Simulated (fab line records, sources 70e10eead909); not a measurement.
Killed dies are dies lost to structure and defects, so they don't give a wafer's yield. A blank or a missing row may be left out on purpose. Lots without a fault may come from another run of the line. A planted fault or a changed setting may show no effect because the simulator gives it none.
Tool commonality check | flow nand_harc | 13 lots, 39 wafers sampled

WHY IT WAS OPENED
At NHARC_P_M2_CD_MEAS_09 the reading cd_nm is flagged on 2 of 13 lots. Wafers without a fault read 170.1 nm, standard deviation 0.58.
Rule: a lot is flagged when every wafer of it that has a number lies more than 4 standard deviations from that mean, or none has a number. The other lots count as sound.

lot  | measured     | on        | cd_nm (nm), wafer by wafer | flag
L810 | day 7 00:28  | cd_sem-03 | 169.8 169.7 170.4          |
L811 | day 7 04:05  | cd_sem-03 | 169.9 169.3 169.4          |
L813 | day 8 04:03  | cd_sem-01 | 170.3 170.2 170.3          |
L814 | day 8 08:37  | cd_sem-03 | 169.3 170.1 169.7          |
L816 | day 9 06:42  | cd_sem-02 | 169.7 170.2 169.3          |
L817 | day 9 19:57  | cd_sem-03 | 170.1 170.4 170.1          |
L818 | day 10 08:53 | cd_sem-01 | 170.8 171.1 170.8          |
L819 | day 10 10:56 | cd_sem-03 | 171.0 171.0 170.5          |
L824 | day 12 12:53 | cd_sem-02 | 169.6 170.3 170.3          |
L825 | day 13 00:49 | cd_sem-02 | 170.1 171.3 170.3          |
L826 | day 13 12:18 | cd_sem-02 | 190.5 190.2 191.2          | FLAGGED
L830 | day 15 07:02 | cd_sem-02 | 191.5 191.7 191.5          | FLAGGED
L832 | day 15 21:54 | cd_sem-03 | 170.8 169.5 170.2          |
The numbers of the flagged lots are 191.1 nm on average: +21.0 nm against the usual, or +36 standard deviations.

WHICH TOOL RAN EACH LOT
The record holds 2 process steps before the reading, out of a route of 1302 steps. In each cell: the tool, then ch and the chambers that the sampled wafers went through, then the start.
lot  | flag    | NHARC_P_M1_PRE_CLEAN_32        | NHARC_P_M2_PEB_07
L810 |         | pecvd-01 ch 0,1, day 6 23:14   | litho_track-04 ch 0, day 7 00:23
L811 |         | pecvd-04 ch 0,1,2, day 7 02:47 | litho_track-06 ch 0, day 7 04:00
L813 |         | pecvd-03 ch 0,1,2, day 8 02:45 | litho_track-01 ch 0, day 8 03:58
L814 |         | pecvd-03 ch 1,2, day 8 07:17   | litho_track-04 ch 0, day 8 08:32
L816 |         | pecvd-04 ch 0,1,2, day 9 05:22 | litho_track-01 ch 0, day 9 06:37
L817 |         | pecvd-01 ch 0,1,2, day 9 18:39 | litho_track-06 ch 0, day 9 19:53
L818 |         | pecvd-03 ch 0,1, day 10 07:36  | litho_track-01 ch 0, day 10 08:49
L819 |         | pecvd-03 ch 0,2, day 10 09:44  | litho_track-01 ch 0, day 10 10:51
L824 |         | pecvd-03 ch 0,1, day 12 11:34  | litho_track-01 ch 0, day 12 12:49
L825 |         | pecvd-01 ch 0,1, day 12 23:30  | litho_track-01 ch 0, day 13 00:44
L826 | FLAGGED | pecvd-03 ch 1,2, day 13 11:01  | litho_track-01 ch 0, day 13 12:13
L830 | FLAGGED | pecvd-01 ch 0,2, day 15 05:44  | litho_track-01 ch 0, day 15 06:58
L832 |         | pecvd-01 ch 1,2, day 15 20:35  | litho_track-04 ch 0, day 15 21:49
What these steps do:
- NHARC_P_M1_PRE_CLEAN_32: time 12 s.
- NHARC_P_M2_PEB_07: peb time 65 s.
- NHARC_P_M2_CD_MEAS_09: target cd 170 nm.

FLAGGED OVER TOTAL, TOOL BY TOOL (the gauges that took the reading come last)
step                    | tool           | lots run | flagged | share of the flagged lots | sound lots run after its first flagged lot
NHARC_P_M1_PRE_CLEAN_32 | pecvd-01       | 5        | 1       | some                      | 1 (L832)
NHARC_P_M1_PRE_CLEAN_32 | pecvd-03       | 6        | 1       | some                      | 0
NHARC_P_M1_PRE_CLEAN_32 | pecvd-04       | 2        | 0       | none                      | -
NHARC_P_M2_PEB_07       | litho_track-01 | 8        | 2       | all                       | 0
NHARC_P_M2_PEB_07       | litho_track-04 | 3        | 0       | none                      | -
NHARC_P_M2_PEB_07       | litho_track-06 | 2        | 0       | none                      | -
NHARC_P_M2_CD_MEAS_09   | cd_sem-01      | 2        | 0       | none                      | -
NHARC_P_M2_CD_MEAS_09   | cd_sem-02      | 5        | 2       | all                       | 0
NHARC_P_M2_CD_MEAS_09   | cd_sem-03      | 6        | 0       | none                      | -

WHAT THE TABLE ALLOWS
2 rows of the table ran every flagged lot: litho_track-01 at NHARC_P_M2_PEB_07, cd_sem-02 at NHARC_P_M2_CD_MEAS_09.
- litho_track-01 at NHARC_P_M2_PEB_07: 2 of its 8 lots flagged. Its last sound lot is L825 (day 13 00:44), its first flagged lot L826 (day 13 12:13): a fault that began between those two fits. Its own readings lie more than 4 standard deviations out on every wafer of the flagged lots: heater_power_total_W, plate_temp_C.
- cd_sem-02 at NHARC_P_M2_CD_MEAS_09: 2 of its 5 lots flagged. Its last sound lot is L825 (day 13 00:49), its first flagged lot L826 (day 13 12:18): a fault that began between those two fits.
Counting lots can't tell these 2 tools apart, because each fits a fault that began at some hour. More lots, or a look at what each step does to the wafer, might.

WHAT THE SIMULATOR HAD PUT IN
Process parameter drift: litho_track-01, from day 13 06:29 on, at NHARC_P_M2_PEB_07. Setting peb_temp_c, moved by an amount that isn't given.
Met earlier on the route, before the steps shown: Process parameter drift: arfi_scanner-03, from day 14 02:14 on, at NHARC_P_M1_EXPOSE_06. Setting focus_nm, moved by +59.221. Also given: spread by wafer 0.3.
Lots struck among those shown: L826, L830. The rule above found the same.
